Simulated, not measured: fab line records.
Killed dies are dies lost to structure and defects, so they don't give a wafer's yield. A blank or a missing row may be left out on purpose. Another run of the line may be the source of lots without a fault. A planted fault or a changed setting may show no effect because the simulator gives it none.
The same fault as seen by 2 desks | flow nand harc | what lay behind the numbers comes last; until then each desk has only its own

AT THE METROLOGY DESK
What the gauges read, lot by lot, whatever tool the lot ran on: means of the sampled wafers that have a number. Any lot whose mean is over 4 standard deviations away from the usual mean is out of limits and marked OUT; that distance is given in the brackets.
Columns: A = overlay x nm at NHARC_P_M2_OVL_MEAS_10, usual 0.0 nm; B = overlay y nm at NHARC_P_M2_OVL_MEAS_10, usual 0.1 nm
lot  | first seen here | A    | B
L198 | day 5 22:38     | -0.8 | 0.3
L200 | day 6 20:59     | 0.4  | 0.1
L199 | day 6 21:52     | 2.2  | 0.7
L202 | day 6 23:24     | -0.9 | -0.8
L201 | day 7 03:17     | -0.1 | 0.9
L203 | day 7 11:19     | -0.5 | -0.1
L206 | day 8 03:41     | 0.3  | 0.1
L209 | day 9 10:46     | -0.2 | 2.3
L214 | day 10 05:29    | -0.8 | -0.2
L215 | day 10 08:41    | -0.7 | 1.4
This desk found nothing out of limits on any of the 10 lots.

DESK OF THE TOOL OWNER: rie diel-09
The tool's own readings at NHARC_P_M2_ETCH_28 (etches the open film in CF4/N2, target depth 30 nm, time 72.99 s): means of the sampled wafers that have a number, for each lot that ran on this tool. Any lot whose mean is over 4 standard deviations away from the usual mean is out of limits and marked OUT; that distance is given in the brackets.
Columns: A = cf4 flow sccm at NHARC_P_M2_ETCH_28, usual 49.98 sccm; B = drypump motor current A at NHARC_P_M2_ETCH_28, usual 5.7 A; C = oes product au at NHARC_P_M2_ETCH_28, usual 1.006 a.u.; D = rf vpp V at NHARC_P_M2_ETCH_28, usual 313.0 V; E = showerhead plenum p Torr at NHARC_P_M2_ETCH_28, usual 2.56 Torr; F = throttle valve pct at NHARC_P_M2_ETCH_28, usual 19.793 %
lot  | first seen here | A     | B   | C     | D     | E    | F
L200 | day 6 21:49     | 49.89 | 5.9 | 1.010 | 311.8 | 2.50 | 19.789
L199 | day 6 22:41     | 49.86 | 5.6 | 1.018 | 311.5 | 2.51 | 19.800
L202 | day 7 00:13     | 49.97 | 6.1 | 1.008 | 310.8 | 2.47 | 19.795
L201 | day 7 04:08     | 50.01 | 5.9 | 1.012 | 310.8 | 2.50 | 19.799
L206 | day 8 04:24     | 50.01 | 5.7 | 1.015 | 311.8 | 2.47 | 19.793
L209 | day 9 11:29     | 50.03 | 5.7 | 0.944 | 312.1 | 2.49 | 19.786
This desk found nothing out of limits on any of the 6 lots.

BROUGHT TOGETHER
Nothing out of limits was seen by the metrology desk.
Nothing out of limits was seen by the tool owner's desk.

WHAT THE SIMULATOR HAD INSERTED
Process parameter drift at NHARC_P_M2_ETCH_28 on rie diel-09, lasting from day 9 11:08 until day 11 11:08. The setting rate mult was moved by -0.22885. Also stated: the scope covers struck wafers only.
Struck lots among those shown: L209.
